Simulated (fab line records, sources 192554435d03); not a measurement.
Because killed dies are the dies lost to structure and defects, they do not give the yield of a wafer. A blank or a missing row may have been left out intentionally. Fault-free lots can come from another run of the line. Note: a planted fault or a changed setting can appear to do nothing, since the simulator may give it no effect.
Chamber matching || flow n5-finfet || N5_BEOL_M0_SAQP_PECVD_97 on pecvd-03: 3 sister chambers
The step deposits SiNx from SiH4/NH3/N2, target thk 23 nm, time 19.9 s. 6 wafers are shown with their chamber, then 7 later ones without.

WAFERS PAIRED WITH THEIR CHAMBERS
{"wafer": "L257.3", "chamber": 1, "showerhead-vpp-V (V)": 1115, "throttle-valve-pct (%)": 38.8}
{"wafer": "L258.1", "chamber": 2, "showerhead-vpp-V (V)": 1009, "throttle-valve-pct (%)": 39.5}
{"wafer": "L258.3", "chamber": 0, "showerhead-vpp-V (V)": 1037, "throttle-valve-pct (%)": 40.5}
{"wafer": "L258.6", "chamber": 2, "showerhead-vpp-V (V)": 1032, "throttle-valve-pct (%)": 39.8}
{"wafer": "L259.1", "chamber": 1, "showerhead-vpp-V (V)": 1107, "throttle-valve-pct (%)": 38.3}
{"wafer": "L259.2", "chamber": 0, "showerhead-vpp-V (V)": 1028, "throttle-valve-pct (%)": 40.7}

WAFERS MISSING THEIR CHAMBER
{"wafer": "L259.5", "showerhead-vpp-V (V)": 1106, "throttle-valve-pct (%)": 38.7}
{"wafer": "L264.2", "showerhead-vpp-V (V)": 1015, "throttle-valve-pct (%)": 39.8}
{"wafer": "L264.3", "showerhead-vpp-V (V)": 1125, "throttle-valve-pct (%)": 38.4}
{"wafer": "L264.5", "showerhead-vpp-V (V)": 1092, "throttle-valve-pct (%)": 38.4}
{"wafer": "L271.1", "showerhead-vpp-V (V)": 1038, "throttle-valve-pct (%)": 41.0}
{"wafer": "L271.4", "showerhead-vpp-V (V)": 1117, "throttle-valve-pct (%)": 38.7}
{"wafer": "L271.6", "showerhead-vpp-V (V)": 990, "throttle-valve-pct (%)": 40.0}

WHICH CHAMBER EACH ONE RAN IN
{"wafer": "L259.5", "from the rows above": 1, "in truth": 1}
{"wafer": "L264.2", "from the rows above": 2, "in truth": 2}
{"wafer": "L264.3", "from the rows above": 1, "in truth": 1}
{"wafer": "L264.5", "from the rows above": 1, "in truth": 1}
{"wafer": "L271.1", "from the rows above": 0, "in truth": 0}
{"wafer": "L271.4", "from the rows above": 1, "in truth": 1}
{"wafer": "L271.6", "from the rows above": "can't be placed: 2 or 0", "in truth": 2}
Correct placement for 6 of the 7. Not placeable from these rows: 1 (in 1, the candidates include the true chamber). Number placed wrongly: 0.
How it was worked out, from the rows above alone: a wafer's distance from a chamber is the root of the sum, over the readings, of the square of ((its reading less the chamber's mean) divided by the reading's scatter). The wafer belongs to the nearest chamber; if the next one is less than 2 further off, it can't be placed. For every chamber, the mean is computed from those of its wafers that are shown. The scatter: the root of (the sum of the squares of (reading less its chamber's mean) over the shown wafers, divided by (wafers less chambers)).
